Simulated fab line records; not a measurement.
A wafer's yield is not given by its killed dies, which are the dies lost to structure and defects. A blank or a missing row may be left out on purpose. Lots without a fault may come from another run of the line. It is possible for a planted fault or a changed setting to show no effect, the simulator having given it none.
Chamber matching | flow n5Finfet | rieDiel-02 running N5_BEOL_M14_DESCUM_33: 4 sister chambers
The step chemistry O2, time 7.9 s. 4 wafers are shown with their chamber, then 10 later ones without.

== WAFERS, EACH WITH ITS CHAMBER ==
wafer  | chamber | showerheadPlenumPTorr (Torr)
L076.5 | 1       | 1.99
L079.2 | 0       | 2.06
L083.1 | 3       | 2.14
L083.5 | 2       | 2.22

== WAFERS WITH NO CHAMBER GIVEN ==
wafer  | showerheadPlenumPTorr (Torr)
L083.6 | 1.99
L086.3 | 2.13
L086.4 | 2.22
L086.5 | 2.22
L094.1 | 2.05
L094.5 | 2.21
L094.6 | 1.98
L096.1 | 2.21
L096.3 | 1.98
L096.5 | 2.21

== WHICH CHAMBER EACH ONE RAN IN ==
wafer  | from the rows above | in truth
L083.6 | 1                   | 1
L086.3 | 3                   | 3
L086.4 | 2                   | 2
L086.5 | 2                   | 2
L094.1 | 0                   | 0
L094.5 | 2                   | 2
L094.6 | 1                   | 1
L096.1 | 2                   | 2
L096.3 | 1                   | 1
L096.5 | 2                   | 2
10 of 10 placed correctly. Left unplaced by these rows: 0. Number placed wrongly: 0.
How it was worked out, from the rows above alone: a wafer's distance from a chamber is the root of the sum, over the readings, of the square of ((its reading less the chamber's mean) divided by the reading's scatter). The wafer belongs to the nearest chamber; if the next one is less than 2 further off, it can't be placed. The mean given for a chamber averages the wafers shown for that chamber. The scatter: with one shown wafer a chamber, the root of the mean of the squares of how far each hidden wafer lies from its nearest shown one.
